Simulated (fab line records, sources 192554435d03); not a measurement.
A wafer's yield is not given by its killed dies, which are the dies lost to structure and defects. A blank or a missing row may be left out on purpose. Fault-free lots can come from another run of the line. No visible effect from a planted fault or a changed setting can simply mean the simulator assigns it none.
What tool caused it? -- flow n5 finfet -- 11 lots with 31 wafers sampled at 5 steps, on a route of 1938 steps

WHAT EACH GAUGE READ, for each wafer
Not one reading of a measure or inspect step in the record can be checked against a usual standard deviation.

TOOL THAT RAN EACH LOT (tool first, then ch and the chambers of the sampled wafers, then the start)
lot,N5_BEOL_M5_CO_CAP_78,N5_BEOL_M6_ETCH_61,N5_BEOL_M6_HM_OPEN_17,N5_BEOL_M6_STRIP_19,N5_PASSIVATION_PROBE_49
L913,"cvd co-02 ch 0,2, day 8 22:40","rie diel-04 ch 0,1,3, day 9 02:35","rie metal-01 ch 0,1, day 9 02:50","rie diel-05 ch 1,2, day 9 02:56","prober-02, day 12 17:44"
L920,"cvd co-02 ch 1,2, day 9 22:56","rie diel-04 ch 0,3, day 10 02:02","rie metal-02 ch 1, day 10 02:17","rie diel-06 ch 1,2,3, day 10 02:23","prober-01, day 13 18:19"
L919,"cvd co-01 ch 0,1,2, day 10 03:36","rie diel-04 ch 0,2, day 10 05:59","rie metal-03 ch 0,1, day 10 06:13","rie diel-06 ch 1,2,3, day 10 06:20","prober-02, day 14 01:12"
L922,"cvd co-01 ch 0,2, day 11 02:43","rie diel-04 ch 2,3, day 11 05:29","rie metal-03 ch 0,1, day 11 05:45","rie diel-04 ch 3, day 11 05:50","prober-02, day 14 20:35"
L929,"cvd co-01 ch 0,1,2, day 12 06:33","rie diel-06 ch 2,3, day 12 10:17","rie metal-03 ch 0, day 12 10:32","rie diel-06 ch 2,3, day 12 10:44","prober-02, day 15 22:55"
L930,"cvd co-01 ch 1,2, day 12 10:43","rie diel-05 ch 0,1,2, day 12 12:08","rie metal-02 ch 0,1, day 12 12:23","rie diel-06 ch 0,1,3, day 12 12:30","prober-01, day 16 03:37"
L932,"cvd co-01 ch 0,1, day 13 07:17","rie diel-06 ch 0,3, day 13 10:49","rie metal-02 ch 0, day 13 11:04","rie diel-04 ch 0,1, day 13 11:11","prober-02, day 17 06:46"
L931,"cvd co-01 ch 0,2, day 13 07:33","rie diel-05 ch 1,2, day 13 11:15","rie metal-01 ch 0,1, day 13 11:30","rie diel-06 ch 0,1,2, day 13 11:40","prober-02, day 17 11:31"
L934,"cvd co-01 ch 1,2, day 13 17:17","rie diel-05 ch 1,2, day 13 19:35","rie metal-03 ch 0,1, day 13 19:49","rie diel-04 ch 0,1,2, day 13 20:00","prober-01, day 17 11:04"
L935,"cvd co-02 ch 0,1, day 13 22:57","rie diel-04 ch 1,2,3, day 14 04:17","rie metal-01 ch 0,1, day 14 04:32","rie diel-05 ch 1,2, day 14 04:46","prober-02, day 17 16:04"
L936,"cvd co-02 ch 0,1, day 14 01:39","rie diel-04 ch 0,3, day 14 04:35","rie metal-02 ch 0,1, day 14 04:51","rie diel-06 ch 2,3, day 14 05:08","prober-01, day 17 17:16"
- N5_BEOL_M5_CO_CAP_78: material Co, precursor CCTBA/H2, target thk 2 nm, time 102.1 s.
- N5_BEOL_M6_ETCH_61: etches SiARC in CF4, target depth 45.5 nm, time 75.8 s.
- N5_BEOL_M6_HM_OPEN_17: chemistry Cl2/BCl3, target TiN, target depth 20 nm, overetch 6 nm.
- N5_BEOL_M6_STRIP_19: strips in O2.
- N5_PASSIVATION_PROBE_49

WHAT THE TOOLS THEMSELVES READ (means of the sampled wafers that have a number; where no wafer has one, the mark that the record gives instead)
N5_BEOL_M5_CO_CAP_78.
lot,tool,heater power w (W)
L913,cvd co-02,243
L920,cvd co-02,260
L919,cvd co-01,262
L922,cvd co-01,276
L929,cvd co-01,259
L930,cvd co-01,250
L932,cvd co-01,270
L931,cvd co-01,270
L934,cvd co-01,250
L935,cvd co-02,249
L936,cvd co-02,247

N5_BEOL_M6_ETCH_61.
lot,tool,drypump motor current A (A),etch rf on time s (s),oes product au (a.u.),rf fwd power W (W),rf vpp V (V),showerhead plenum p Torr (Torr),throttle valve pct (%)
L913,rie diel-04,6.3,75.7,0.62,540.5,184.4,2.16,15.95
L920,rie diel-04,6.5,75.8,0.63,541.5,184.3,2.17,15.79
L919,rie diel-04,6.0,66.5,0.82,539.4,184.4,2.13,15.52
L922,rie diel-04,6.0,62.5,0.82,537.8,182.8,2.08,15.68
L929,rie diel-06,5.6,76.8,0.65,540.0,185.2,2.18,15.61
L930,rie diel-05,5.1,72.0,0.77,538.0,184.7,2.22,15.44
L932,rie diel-06,6.1,74.6,0.73,537.9,183.8,2.11,15.62
L931,rie diel-05,5.3,73.5,0.73,539.2,184.8,2.21,15.49
L934,rie diel-05,5.3,73.6,0.72,539.3,186.0,2.21,15.50
L935,rie diel-04,5.9,75.7,0.71,538.6,183.6,2.10,15.74
L936,rie diel-04,6.5,76.7,0.60,539.5,184.9,2.13,15.89

N5_BEOL_M6_HM_OPEN_17.
lot,tool,drypump motor current A (A),oes product au (a.u.),rf fwd power W (W),throttle valve pct (%)
L913,rie metal-01,5.6,0.74,987,21.92
L920,rie metal-02,5.8,0.72,998,21.96
L919,rie metal-03,5.4,0.66,993,22.04
L922,rie metal-03,5.4,0.63,994,22.13
L929,rie metal-03,5.3,0.71,992,21.87
L930,rie metal-02,6.1,0.70,994,21.93
L932,rie metal-02,6.6,0.68,993,21.82
L931,rie metal-01,5.6,0.70,992,21.94
L934,rie metal-03,5.5,0.81,990,22.05
L935,rie metal-01,5.6,0.70,988,21.95
L936,rie metal-02,6.2,0.69,990,21.91

N5_BEOL_M6_STRIP_19.
lot,tool,drypump motor current A (A),oes product au (a.u.),rf vpp V (V),showerhead plenum p Torr (Torr),throttle valve pct (%)
L913,rie diel-05,5.3,0.90,3.5,2.16,16.42
L920,rie diel-06,5.3,0.76,3.5,2.13,16.66
L919,rie diel-06,5.2,0.75,3.0,2.12,16.66
L922,rie diel-04,6.2,0.76,3.9,2.00,16.95
L929,rie diel-06,5.3,0.77,3.9,2.18,16.61
L930,rie diel-06,5.6,0.80,3.5,2.06,16.69
L932,rie diel-04,6.4,0.77,3.2,2.15,16.77
L931,rie diel-06,5.4,0.78,3.6,2.10,16.66
L934,rie diel-04,6.1,0.83,4.0,2.11,16.72
L935,rie diel-05,5.3,0.83,3.4,2.17,16.61
L936,rie diel-06,5.5,0.75,3.6,2.16,16.68

N5_PASSIVATION_PROBE_49.
lot,tool,defect limited yield (%),killed_at_M0_to_M3,killed_at_M4_up,killed at contacts,killed at front end,killed at other,killed dies,killed open,killed short,sort_bin_5_function (%),sort_bin_6_memory (%),sort_bin_8_speed (%),sort n pass,sort yield pct (%)
L913,prober-02,91.1,36,17,9,38,4,105,72,31,5.3,3.4,0.0,1075,91.1
L920,prober-01,91.9,34,19,13,28,2,95,69,24,5.1,2.7,0.0,1085,91.9
L919,prober-02,90.5,41,11,18,40,3,112,78,33,5.6,3.6,0.0,1068,90.5
L922,prober-02,92.3,47,12,8,21,4,91,64,26,4.6,3.0,0.0,1089,92.3
L929,prober-02,89.9,35,12,12,52,8,119,83,36,6.2,3.7,0.0,1061,89.9
L930,prober-01,91.9,33,12,8,40,2,95,57,37,5.0,2.6,0.0,1085,91.9
L932,prober-02,93.8,20,10,6,32,6,73,39,28,3.6,2.2,0.0,1107,93.8
L931,prober-02,89.8,41,12,15,47,5,120,80,39,6.3,3.5,0.8,1051,89.1
L934,prober-01,92.0,27,12,14,40,1,94,63,29,4.9,2.6,0.0,1086,92.0
L935,prober-02,91.7,28,15,14,38,3,98,60,34,5.0,2.8,0.0,1082,91.7
L936,prober-01,90.3,52,12,5,46,0,114,67,46,5.6,3.7,0.0,1066,90.3

THE ANSWER, worked out from the rows above alone
Rule: the lots themselves supply what counts as usual. Put in order of their means at a reading, lots are off if they are a third of the lots or fewer, leave a main group of 4 or more, and stand apart from it by a gap of 3 or more times the standard deviation of the main group's means; of several such gaps the widest counts. If all means in a main group match to the digits the tables above print for the reading, that group is not used. A lot without any number at a reading at which 4 lots or more have one is off too. The other lots that the step has rows for count as sound. Order of review: gauges by route order, followed by the tools' own readings, for which a lot's mean as printed above is used. At the first step where some lot is off, the reading lying furthest off is the one used; lots without a number count as furthest.
Off: L919, L922, at N5_BEOL_M6_ETCH_61 (etch rf on time s). The main group has a mean of 74.9 s with a standard deviation of 1.5.
A tool fits if, at that step or a process step before it, it ran every lot that is off, and no sound lot after the first of them. Not one of the candidates tried fits.

WHAT THE SIMULATOR HAD INSERTED
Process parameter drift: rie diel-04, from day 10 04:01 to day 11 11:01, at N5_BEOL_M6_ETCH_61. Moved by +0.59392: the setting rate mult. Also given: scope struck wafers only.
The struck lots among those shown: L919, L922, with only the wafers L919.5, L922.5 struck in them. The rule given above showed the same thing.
